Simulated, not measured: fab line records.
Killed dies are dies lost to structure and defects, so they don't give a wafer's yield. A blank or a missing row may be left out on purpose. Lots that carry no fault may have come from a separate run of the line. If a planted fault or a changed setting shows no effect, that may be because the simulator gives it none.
fab line records | flow nandHarc
[record] lots = 13 | wafers = 39 | lastDay = 33
route steps=1302 shown P_GATE@209 P_CONTACT@244 P_M0@261 END@1302
lots untouched by any fault: they come from a run of this same line in which no faults occurred
startH: hours from the record's opening day to when the first of the lot's shown wafers began | waitH: hours since the lot's step before | " unchanged from the row above | L1.1+2: one row covering several wafers at once | - either no value or no given start | * or withheld: withheld | < > ~ a bound
route shown NAME@n: a module of which the file shows steps, and the number in the route of the first | usual: the fault-free wafers' mean and standard deviation | same: alike in all rows | chamber/n: place in a boat | sites: readings site by site | _std_site: the values' standard deviation | _edge_site: mean of outer sites minus mean of inner sites | radiusMm: for every site, how far away it sits from the centre of the wafer | mask NAME#n: copy n | behind: the last tool/chamber to shape the wafer | hold: reason for holding the lot/hours on hold/outcome of the hold | device: whichever transistor did not switch (one of n, p or np) | end of line: at the end of the route, the tests of the same wafers | for a step that has no rows: nothing shown but its recipe | killed: not the wafer's yield, but the dies lost to structure and defects at the first sort | map: dies across one wafer; x = killed, . = not, _ = none there
set.NAME: the setting as run; set.NAME@STEP: as run at that earlier step | model.NAME: the simulator's own value behind a step, which no gauge read
a sample of lots followed through the steps of the route, with each step as a table and each wafer as a row
services: the hour from which a tool's chamber was out of use, counted from the record's first day as startH (under 0 if before that day), plus the number of hours and why
[[steps]]
[step NHARC_P_GATE_DEGAS_109]
[recipe] tempC = 300 | timeS = 60
[usual] heaterPowerW = 447/26
lot.wafer | tool          | chamber | startH | waitH | heaterPowerW
L896.2    | pvdSputter-02 | -       | 123.87 | 0.1   | 465
L896.6    | "             | -       | "      | "     | 463
L896.5    | "             | -       | "      | "     | 462
L897.3    | pvdSputter-01 | -       | 132.01 | 0.1   | 442
L897.1    | "             | -       | "      | "     | 392
L897.4    | "             | -       | "      | "     | 466
L898.3    | pvdSputter-03 | -       | 142.04 | 0.1   | 423
L898.1    | "             | -       | "      | "     | 447
L898.4    | "             | -       | "      | "     | 432
L900.2    | pvdSputter-03 | -       | 164.43 | 0.1   | 451
L900.3    | "             | -       | "      | "     | 473
L900.6    | "             | -       | "      | "     | 437
L901.4    | pvdSputter-01 | -       | 178.59 | 0.1   | 469
L901.6    | "             | -       | "      | "     | 457
L901.5    | "             | -       | "      | "     | 424
L902.1    | pvdSputter-02 | -       | 186.11 | 0.1   | 470
L902.2    | "             | -       | "      | "     | 491
L902.6    | "             | -       | "      | "     | 459
L909.4    | pvdSputter-02 | -       | 263.94 | 0.1   | 454
L909.3    | "             | -       | "      | "     | 473
L909.1    | "             | -       | "      | "     | 501
L908.3    | pvdSputter-01 | -       | 265.26 | 0.1   | 453
L908.4    | "             | -       | "      | "     | 422
L908.5    | "             | -       | "      | "     | 453
L912.1    | pvdSputter-01 | -       | 283.98 | 0.1   | 425
L912.4    | "             | -       | "      | "     | 451
L912.5    | "             | -       | "      | "     | 470
L913.4    | pvdSputter-03 | -       | 298.87 | 0.1   | 422
L913.3    | "             | -       | "      | "     | 412
L913.6    | "             | -       | "      | "     | 462
L915.4    | pvdSputter-03 | -       | 320.98 | 0.1   | 426
L915.6    | "             | -       | "      | "     | 468
L915.5    | "             | -       | "      | "     | 415
L916.4    | pvdSputter-03 | -       | 323.32 | 0.1   | 460
L916.2    | "             | -       | "      | "     | 430
L916.3    | "             | -       | "      | "     | 422
L918.4    | pvdSputter-02 | -       | 348.79 | 0.1   | 490
L918.3    | "             | -       | "      | "     | 469
L918.5    | "             | -       | "      | "     | 491
[step NHARC_P_GATE_RTA_80]
[recipe] tempC = 300 | timeS = 30
[usual] wafer_temp_C_max = 301.1/0.41
lot.wafer | tool         | chamber | startH | waitH | wafer_temp_C_max
L896.2    | rtpAnneal-02 | 0       | 124.19 | -     | 301.3
L896.5    | "            | 0       | "      | "     | 301.3
L896.6    | "            | 0       | "      | "     | 301.0
L897.1    | rtpAnneal-01 | 0       | 132.31 | -     | 300.7
L897.3    | "            | 0       | "      | "     | 301.0
L897.4    | "            | 0       | "      | "     | 300.6
L898.1    | rtpAnneal-02 | 0       | 142.34 | -     | 301.5
L898.3    | "            | 0       | "      | "     | 301.3
L898.4    | "            | 0       | "      | "     | 301.0
L900.2    | rtpAnneal-01 | 0       | 164.75 | -     | 301.1
L900.3    | "            | 0       | "      | "     | 300.8
L900.6    | "            | 0       | "      | "     | 300.7
L901.4    | rtpAnneal-02 | 0       | 178.97 | -     | 301.6
L901.5    | "            | 0       | "      | "     | 301.3
L901.6    | "            | 0       | "      | "     | 301.8
L902.1    | rtpAnneal-01 | 0       | 186.40 | -     | 301.0
L902.2    | "            | 0       | "      | "     | 300.5
L902.6    | "            | 0       | "      | "     | 301.0
L909.1    | rtpAnneal-02 | 0       | 264.24 | -     | 301.9
L909.3    | "            | 0       | "      | "     | 301.7
L909.4    | "            | 0       | "      | "     | 301.4
L908.3    | rtpAnneal-01 | 0       | 265.61 | -     | 301.2
L908.4    | "            | 0       | "      | "     | 300.8
L908.5    | "            | 0       | "      | "     | 300.6
L912.1    | rtpAnneal-01 | 0       | 284.27 | -     | 300.8
L912.4    | "            | 0       | "      | "     | 301.2
L912.5    | "            | 0       | "      | "     | 300.9
L913.3    | rtpAnneal-02 | 0       | 299.22 | -     | 301.5
L913.4    | "            | 0       | "      | "     | 301.5
L913.6    | "            | 0       | "      | "     | 301.6
L915.4    | rtpAnneal-02 | 0       | 321.35 | -     | 301.9
L915.5    | "            | 0       | "      | "     | 301.4
L915.6    | "            | 0       | "      | "     | 302.3
L916.2    | rtpAnneal-01 | 0       | 323.66 | -     | 300.9
L916.3    | "            | 0       | "      | "     | 301.1
L916.4    | "            | 0       | "      | "     | 300.9
L918.3    | rtpAnneal-01 | 0       | 349.15 | -     | 300.6
L918.4    | "            | 0       | "      | "     | 300.5
L918.5    | "            | 0       | "      | "     | 300.6
[step NHARC_P_CONTACT_DEGAS_38]
[recipe] tempC = 300 | timeS = 60
[usual] heaterPowerW = 449/27
lot.wafer | tool          | chamber | startH | waitH | heaterPowerW
L896.2    | pvdSputter-01 | -       | 128.22 | -     | 463
L896.6    | "             | -       | "      | "     | 460
L896.5    | "             | -       | "      | "     | 420
L897.4    | pvdSputter-03 | -       | 136.39 | -     | 431
L897.1    | "             | -       | "      | "     | 453
L897.3    | "             | -       | "      | "     | 421
L898.3    | pvdSputter-03 | -       | 146.39 | -     | 441
L898.4    | "             | -       | "      | "     | 425
L898.1    | "             | -       | "      | "     | 463
L900.2    | pvdSputter-01 | -       | 168.95 | -     | 461
L900.3    | "             | -       | "      | "     | 448
L900.6    | "             | -       | "      | "     | 467
L901.4    | pvdSputter-01 | -       | 183.06 | -     | 440
L901.5    | "             | -       | "      | "     | 450
L901.6    | "             | -       | "      | "     | 386
L902.1    | pvdSputter-01 | -       | 190.63 | -     | 462
L902.2    | "             | -       | "      | "     | 433
L902.6    | "             | -       | "      | "     | 443
L909.1    | pvdSputter-02 | -       | 268.26 | -     | 467
L909.4    | "             | -       | "      | "     | 509
L909.3    | "             | -       | "      | "     | 460
L908.3    | pvdSputter-03 | -       | 269.45 | -     | 469
L908.4    | "             | -       | "      | "     | 422
L908.5    | "             | -       | "      | "     | 424
L912.4    | pvdSputter-03 | -       | 288.35 | -     | 434
L912.1    | "             | -       | "      | "     | 424
L912.5    | "             | -       | "      | "     | 434
L913.3    | pvdSputter-02 | -       | 303.23 | -     | 465
L913.4    | "             | -       | "      | "     | 445
L913.6    | "             | -       | "      | "     | 466
L915.4    | pvdSputter-02 | -       | 325.30 | -     | 452
L915.5    | "             | -       | "      | "     | 497
L915.6    | "             | -       | "      | "     | 442
L916.3    | pvdSputter-03 | -       | 327.54 | -     | 436
L916.4    | "             | -       | "      | "     | 421
L916.2    | "             | -       | "      | "     | 474
L918.3    | pvdSputter-01 | -       | 353.13 | -     | 462
L918.4    | "             | -       | "      | "     | 443
L918.5    | "             | -       | "      | "     | 390
[step NHARC_P_M0_PEB_07]
[recipe] pebTempC = 100 | pebTimeS = 65
[usual] heaterPowerTotalW = 156.6/0.44 | plateTempC = 99.99/0.13
lot.wafer | tool          | chamber | startH | waitH | heaterPowerTotalW | plateTempC
L896.2    | lithoTrack-04 | 0       | 130.58 | 0.1   | 156.0             | 99.95
L896.5    | "             | 0       | "      | "     | 155.9             | 100.04
L896.6    | "             | 0       | "      | "     | 157.0             | 100.17
L897.1    | lithoTrack-01 | 0       | 138.61 | 0.1   | 157.0             | 100.07
L897.3    | "             | 0       | "      | "     | 157.1             | 99.88
L897.4    | "             | 0       | "      | "     | 157.1             | 99.90
L898.1    | lithoTrack-01 | 0       | 148.69 | 0.1   | 157.2             | 99.81
L898.3    | "             | 0       | "      | "     | 156.1             | 99.82
L898.4    | "             | 0       | "      | "     | 156.1             | 99.85
L900.2    | lithoTrack-01 | 0       | 171.14 | 0.1   | 157.0             | 99.98
L900.3    | "             | 0       | "      | "     | 155.9             | 99.96
L900.6    | "             | 0       | "      | "     | 157.0             | 99.84
L901.4    | lithoTrack-01 | 0       | 185.26 | 0.0   | 156.1             | 99.72
L901.5    | "             | 0       | "      | "     | 157.1             | 99.95
L901.6    | "             | 0       | "      | "     | 156.7             | 100.08
L902.1    | lithoTrack-04 | 0       | 192.94 | 0.1   | 156.6             | 99.99
L902.2    | "             | 0       | "      | "     | 156.8             | 99.89
L902.6    | "             | 0       | "      | "     | 157.1             | 100.00
L909.1    | lithoTrack-01 | 0       | 270.45 | 0.1   | 152.3             | 98.23
L909.3    | "             | 0       | "      | "     | 152.5             | 98.06
L909.4    | "             | 0       | "      | "     | 152.3             | 98.04
L908.3    | lithoTrack-01 | 0       | 271.69 | 0.0   | 153.3             | 98.17
L908.4    | "             | 0       | "      | "     | 152.9             | 98.29
L908.5    | "             | 0       | "      | "     | 153.2             | 98.10
L912.1    | lithoTrack-04 | 0       | 290.67 | 0.1   | 156.9             | 99.93
L912.4    | "             | 0       | "      | "     | 156.0             | 99.90
L912.5    | "             | 0       | "      | "     | 156.1             | 99.94
L913.3    | lithoTrack-04 | 0       | 305.55 | 0.0   | 156.2             | 100.24
L913.4    | "             | 0       | "      | "     | 156.3             | 100.02
L913.6    | "             | 0       | "      | "     | 156.9             | 100.31
L915.4    | lithoTrack-06 | 0       | 327.61 | 0.0   | 156.0             | 100.16
L915.5    | "             | 0       | "      | "     | 156.1             | 100.25
L915.6    | "             | 0       | "      | "     | 156.0             | 99.95
L916.2    | lithoTrack-01 | 0       | 329.75 | 0.1   | 156.5             | 99.92
L916.3    | "             | 0       | "      | "     | 156.5             | 100.00
L916.4    | "             | 0       | "      | "     | 157.2             | 99.77
L918.3    | lithoTrack-04 | 0       | 355.44 | 0.0   | 156.3             | 100.04
L918.4    | "             | 0       | "      | "     | 157.2             | 100.11
L918.5    | "             | 0       | "      | "     | 156.3             | 100.13
[step NHARC_P_M0_CD_MEAS_09]
[recipe] targetCdNm = 90 | landingEnergyEv = 500
[usual] cdNm = 90.1/0.76
lot.wafer | tool     | chamber | startH | waitH | cdNm
L896.2    | cdSem-01 | 0       | 130.66 | -     | 90.5
L896.5    | "        | 0       | "      | "     | 91.5
L896.6    | "        | 0       | "      | "     | 90.6
L897.1    | cdSem-03 | 0       | 138.69 | -     | 90.3
L897.3    | "        | 0       | "      | "     | 90.0
L897.4    | "        | 0       | "      | "     | 90.7
L898.1    | cdSem-03 | 0       | 148.77 | -     | 90.4
L898.3    | "        | 0       | "      | "     | 89.2
L898.4    | "        | 0       | "      | "     | 89.5
L900.2    | cdSem-03 | 0       | 171.22 | -     | 91.5
L900.3    | "        | 0       | "      | "     | 90.1
L900.6    | "        | 0       | "      | "     | 90.8
L901.4    | cdSem-01 | 0       | 185.34 | -     | 90.6
L901.5    | "        | 0       | "      | "     | 90.5
L901.6    | "        | 0       | "      | "     | 89.7
L902.1    | cdSem-02 | 0       | 193.02 | -     | 90.1
L902.2    | "        | 0       | "      | "     | 90.1
L902.6    | "        | 0       | "      | "     | 90.1
L909.1    | cdSem-03 | 0       | 270.53 | -     | 82.9
L909.3    | "        | 0       | "      | "     | 83.3
L909.4    | "        | 0       | "      | "     | 82.2
L908.3    | cdSem-01 | 0       | 271.77 | -     | 85.0
L908.4    | "        | 0       | "      | "     | 84.5
L908.5    | "        | 0       | "      | "     | 84.3
L912.1    | cdSem-01 | 0       | 290.75 | -     | 90.3
L912.4    | "        | 0       | "      | "     | 91.5
L912.5    | "        | 0       | "      | "     | 90.6
L913.3    | cdSem-03 | 0       | 305.63 | -     | 91.5
L913.4    | "        | 0       | "      | "     | 90.5
L913.6    | "        | 0       | "      | "     | 89.7
L915.4    | cdSem-03 | 0       | 327.70 | -     | 89.7
L915.5    | "        | 0       | "      | "     | 90.1
L915.6    | "        | 0       | "      | "     | 89.7
L916.2    | cdSem-01 | 0       | 329.83 | -     | 89.5
L916.3    | "        | 0       | "      | "     | 90.3
L916.4    | "        | 0       | "      | "     | 89.9
L918.3    | cdSem-01 | 0       | 355.52 | -     | 89.4
L918.4    | "        | 0       | "      | "     | 90.5
L918.5    | "        | 0       | "      | "     | 89.9
[step NHARC_P_M0_CD_MEAS_16]
[usual] cdNm = 90.0/1
lot.wafer | tool     | chamber | startH | waitH | cdNm
L896.2    | cdSem-02 | -       | 131.15 | -     | 90.1
L896.5    | "        | -       | "      | "     | 92.3
L896.6    | "        | -       | "      | "     | 91.4
L897.1    | cdSem-02 | -       | 139.17 | -     | 89.2
L897.3    | "        | -       | "      | "     | 90.2
L897.4    | "        | -       | "      | "     | 90.7
L898.1    | cdSem-01 | -       | 149.30 | -     | 89.8
L898.3    | "        | -       | "      | "     | 89.2
L898.4    | "        | -       | "      | "     | 91.0
L900.2    | cdSem-01 | -       | 171.71 | -     | 90.5
L900.3    | "        | -       | "      | "     | 90.4
L900.6    | "        | -       | "      | "     | 91.4
L901.4    | cdSem-02 | -       | 185.85 | -     | 90.0
L901.5    | "        | -       | "      | "     | 91.4
L901.6    | "        | -       | "      | "     | 90.5
L902.1    | cdSem-02 | -       | 193.51 | -     | 90.2
L902.2    | "        | -       | "      | "     | 88.6
L902.6    | "        | -       | "      | "     | 90.4
L909.1    | cdSem-02 | -       | 271.79 | -     | 81.9
L909.3    | "        | -       | "      | "     | 82.6
L909.4    | "        | -       | "      | "     | 81.2
L908.3    | cdSem-02 | -       | 272.32 | -     | 85.1
L908.4    | "        | -       | "      | "     | 83.9
L908.5    | "        | -       | "      | "     | 84.0
L912.1    | cdSem-02 | -       | 291.28 | -     | 90.6
L912.4    | "        | -       | "      | "     | 91.2
L912.5    | "        | -       | "      | "     | 91.5
L913.3    | cdSem-01 | -       | 306.11 | -     | 90.4
L913.4    | "        | -       | "      | "     | 89.7
L913.6    | "        | -       | "      | "     | 88.7
L915.4    | cdSem-03 | -       | 328.22 | -     | 89.0
L915.5    | "        | -       | "      | "     | 90.1
L915.6    | "        | -       | "      | "     | 89.0
L916.2    | cdSem-01 | -       | 330.31 | -     | 88.6
L916.3    | "        | -       | "      | "     | 90.0
L916.4    | "        | -       | "      | "     | 90.3
L918.3    | cdSem-01 | -       | 356.00 | -     | 88.1
L918.4    | "        | -       | "      | "     | 89.9
L918.5    | "        | -       | "      | "     | 89.3
[step NHARC_END_SORT_01]
[recipe] tempC = 25
[usual] defectLimitedYield = 91/3 | killedAtArray = 59/21 | killedAtOther = 0.8/1.1 | killedAtPeriphery = 4.1/2.8 | killedDies = 64/20 | killedOpen = 3.1/1.7 | killedShort = 2.4/1.6
[same] grossDies = 677
lot.wafer | tool      | chamber | startH | waitH | defectLimitedYield[%] | killedAtArray | killedAtOther | killedAtPeriphery | killedDies | killedOpen | killedShort
L908.3    | prober-02 | 0       | 713.35 | 3.1   | 93                    | 40            | 2             | 6                 | 48         | 3          | 4
L908.4    | prober-02 | 0       | 714.15 | 3.4   | 92                    | 43            | 0             | 10                | 53         | 2          | 1
L908.5    | prober-02 | 0       | 714.95 | 3.7   | 93                    | 43            | 0             | 5                 | 48         | 5          | 3
L909.1    | prober-01 | 0       | 715.95 | 2.6   | 87                    | 77            | 0             | 10                | 87         | 4          | 2
L909.3    | prober-01 | 0       | 717.57 | 3.1   | 87                    | 77            | 0             | 8                 | 85         | 3          | 2
L909.4    | prober-01 | 0       | 718.38 | 3.4   | 89                    | 67            | 1             | 6                 | 74         | 5          | 1
L912.1    | prober-02 | 0       | 743.46 | 2.5   | 93                    | 43            | 1             | 5                 | 49         | 4          | 2
L912.4    | prober-02 | 0       | 745.85 | 3.4   | 92                    | 53            | 0             | 4                 | 57         | 4          | 4
L912.5    | prober-02 | 0       | 746.64 | 3.7   | 90                    | 58            | 0             | 7                 | 65         | 6          | 4
L913.3    | prober-01 | 0       | 745.11 | 3.1   | 95                    | 25            | 2             | 7                 | 34         | 4          | 3
L913.4    | prober-01 | 0       | 745.93 | 3.4   | 95                    | 30            | 0             | 5                 | 35         | 3          | 3
L913.6    | prober-01 | 0       | 747.56 | 4.1   | 93                    | 37            | 2             | 8                 | 47         | 6          | 4
L916.2    | prober-02 | 0       | 766.02 | 2.8   | 95                    | 29            | 0             | 4                 | 33         | 6          | 5
L916.3    | prober-02 | 0       | 766.83 | 3.1   | 93                    | 42            | 1             | 2                 | 45         | 5          | 2
L916.4    | prober-02 | 0       | 767.63 | 3.4   | 95                    | 29            | 0             | 2                 | 31         | 3          | 1
// killed by level:class
L908.3 A_CHANNEL_HOLE_D2:chamberFilmFlake=18 A_CHANNEL_HOLE_D1:chamberFilmFlake=6 A_SLIT:chamberFilmFlake=5 P_GATE:chamberFilmFlake=3 A_STAIRCASE:chamberFilmFlake=3 A_ONON_D2:geometricParticle:short=2 A_CONTACT:chamberFilmFlake=2 P_GATE:geometricParticle:open=1
L908.4 A_CHANNEL_HOLE_D2:chamberFilmFlake=19 A_CHANNEL_HOLE_D1:chamberFilmFlake=6 A_CONTACT:chamberFilmFlake=6 P_GATE:chamberFilmFlake=4 P_STI:chamberFilmFlake=3 A_M1:chamberFilmFlake=3 A_SLIT:chamberFilmFlake=3 A_ONON_D1:geometricParticle:open=1
L908.5 A_CHANNEL_HOLE_D2:chamberFilmFlake=16 A_CHANNEL_HOLE_D1:chamberFilmFlake=5 A_STAIRCASE:chamberFilmFlake=4 A_SLIT:chamberFilmFlake=4 A_CONTACT:chamberFilmFlake=4 P_M0:geometricParticle:open=2 A_WL_FILL:geometricParticle:short=2 P_CONTACT:chamberFilmFlake=2
L909.1 A_CHANNEL_HOLE_D1:chamberFilmFlake=38 A_CHANNEL_HOLE_D2:chamberFilmFlake=16 A_SLIT:chamberFilmFlake=6 P_GATE:chamberFilmFlake=5 P_CONTACT:chamberFilmFlake=5 A_STAIRCASE:chamberFilmFlake=5 A_DECK1_JOINT:chamberFilmFlake=3 A_CONTACT:chamberFilmFlake=3
L909.3 A_CHANNEL_HOLE_D1:chamberFilmFlake=30 A_CHANNEL_HOLE_D2:chamberFilmFlake=22 A_CONTACT:chamberFilmFlake=9 P_CONTACT:chamberFilmFlake=5 A_STAIRCASE:chamberFilmFlake=3 P_GATE:chamberFilmFlake=2 A_DECK1_JOINT:chamberFilmFlake=2 A_SLIT:chamberFilmFlake=2
L909.4 A_CHANNEL_HOLE_D2:chamberFilmFlake=24 A_CHANNEL_HOLE_D1:chamberFilmFlake=20 A_CONTACT:chamberFilmFlake=8 A_SLIT:chamberFilmFlake=6 P_GATE:chamberFilmFlake=4 A_CHANNEL_FILL_D1:chamberFilmFlake=3 A_ONON_D1:geometricParticle:open=2 P_CONTACT:chamberFilmFlake=2
L912.1 A_SLIT:chamberFilmFlake=24 A_CHANNEL_HOLE_D1:chamberFilmFlake=13 P_GATE:chamberFilmFlake=3 A_CHANNEL_FILL_D2:geometricParticle:open=2 P_M0:geometricParticle:open=1 P_M0:geometricParticle:short=1 A_CHANNEL_HOLE_D1:geometricParticle:open=1 A_WL_FILL:geometricParticle:short=1
L913.3 A_CHANNEL_HOLE_D1:chamberFilmFlake=15 A_CONTACT:chamberFilmFlake=4 A_SLIT:chamberFilmFlake=3 P_M1:geometricParticle:open=2 P_M0:chamberFilmFlake=2 P_BONDPAD:chamberFilmFlake=2 P_CONTACT:geometricParticle:short=1 A_CHANNEL_HOLE_D1:geometricParticle:open=1
L912.4 A_SLIT:chamberFilmFlake=32 A_CHANNEL_HOLE_D1:chamberFilmFlake=10 P_M2:chamberFilmFlake=2 A_CONTACT:chamberFilmFlake=2 P_CONTACT:geometricParticle:short=1 P_M0:geometricParticle:open=1 A_ONON_D1:geometricParticle:short=1 A_CHANNEL_FILL_D1:geometricParticle:short=1
L913.4 A_CHANNEL_HOLE_D1:chamberFilmFlake=11 A_CONTACT:chamberFilmFlake=7 A_SLIT:chamberFilmFlake=4 P_M0:chamberFilmFlake=2 A_STAIRCASE:chamberFilmFlake=2 P_CONTACT:geometricParticle:short=1 A_ONON_D1:geometricParticle:open=1 A_ONON_D2:geometricParticle:open=1
L912.5 A_SLIT:chamberFilmFlake=34 A_CHANNEL_HOLE_D1:chamberFilmFlake=6 A_CONTACT:chamberFilmFlake=5 P_M2:chamberFilmFlake=4 A_M0:geometricParticle:open=2 A_CHANNEL_FILL_D1:chamberFilmFlake=2 A_STAIRCASE:chamberFilmFlake=2 P_M0:geometricParticle:open=1
L913.6 A_CHANNEL_HOLE_D1:chamberFilmFlake=11 A_SLIT:chamberFilmFlake=8 A_CONTACT:chamberFilmFlake=5 P_M0:chamberFilmFlake=4 A_STAIRCASE:chamberFilmFlake=3 A_WL_FILL:chamberFilmFlake=3 P_M0:geometricParticle:open=2 A_ONON_D2:geometricParticle:short=2
L916.2 A_CHANNEL_HOLE_D1:chamberFilmFlake=11 A_SLIT:chamberFilmFlake=4 A_BLC:geometricParticle:open=3 P_ZERO_WELL:chamberFilmFlake=2 A_CONTACT:chamberFilmFlake=2 P_M0:geometricParticle:short=1 P_M2:geometricParticle:open=1 A_SOURCE_PLATE:geometricParticle:open=1
L916.3 A_CHANNEL_HOLE_D1:chamberFilmFlake=19 A_CHANNEL_HOLE_D2:chamberFilmFlake=4 A_SLIT:chamberFilmFlake=4 A_WL_FILL:chamberFilmFlake=3 A_CONTACT:chamberFilmFlake=3 A_SOURCE_PLATE:geometricParticle:open=1 A_CHANNEL_FILL_D1:geometricParticle:open=1 A_DECK1_JOINT:geometricParticle:short=1
L916.4 A_CHANNEL_HOLE_D1:chamberFilmFlake=11 A_SLIT:chamberFilmFlake=9 A_CONTACT:chamberFilmFlake=3 A_CHANNEL_FILL_D1:chamberFilmFlake=2 A_ONON_D1:geometricParticle:open=1 A_CHANNEL_FILL_D1:geometricParticle:open=1 A_SGD_CUT:geometricParticle:short=1 A_WL_FILL:geometricParticle:open=1
[[services]]
tool          | chamber | startH | hours | kind
pvdSputter-02 | -       | 104.33 | 10.0  | pm
lithoTrack-01 | -       | 155.00 | 7.0   | pm
pvdSputter-03 | -       | 170.00 | 10.0  | pm
pvdSputter-02 | -       | 174.46 | 11.6  | repair
lithoTrack-06 | -       | 179.00 | 7.0   | pm
lithoTrack-04 | -       | 203.00 | 7.0   | pm
pvdSputter-01 | -       | 229.59 | 10.0  | pm
pvdSputter-02 | -       | 247.19 | 1.3   | repair
pvdSputter-02 | -       | 282.33 | 10.0  | pm
pvdSputter-03 | -       | 291.28 | 6.7   | repair
lithoTrack-01 | -       | 330.00 | 7.0   | pm
pvdSputter-03 | -       | 348.00 | 10.0  | pm
lithoTrack-06 | -       | 354.00 | 7.0   | pm
[[key]]
[firstSign] step = NHARC_P_M0_PEB_07 | reading = plateTempC | direction = down | sigmas = 14 | usual = * | struck = *
[effect] step = NHARC_P_M0_PEB_07 | reading = heaterPowerTotalW | direction = down | sigmas = 8.9 | usual = * | struck = *
[effect] step = NHARC_P_M0_CD_MEAS_09 | reading = cdNm | direction = down | sigmas = 8.4 | usual = 90.1 | struck = 83.7 | through = controlLoop
[effect] step = NHARC_P_M0_CD_MEAS_16 | reading = cdNm | direction = down | sigmas = 6.7 | usual = 90.0 | struck = 83.1 | through = controlLoop
metAt NHARC_P_M0_PEB_07
struckLots L908,L909
[loopTrim] step = NHARC_P_M0_EXPOSE_06 | setting = dose | lots = L908
notActingAt NHARC_P_GATE_DEGAS_109,NHARC_P_GATE_RTA_80,NHARC_P_CONTACT_DEGAS_38
onsetBetween 185.26 270.45
[fault] kind = processParameterDrift | tool = lithoTrack-01 | chamber = - | onsetH = 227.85 | steps = NHARC_P_M0_PEB_07 | channel = pebTempC | offset = * | shape = step | endH = 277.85 | actsIn = * | stated = *
// loopTrim: a control loop set the setting to another value than it would have without faults
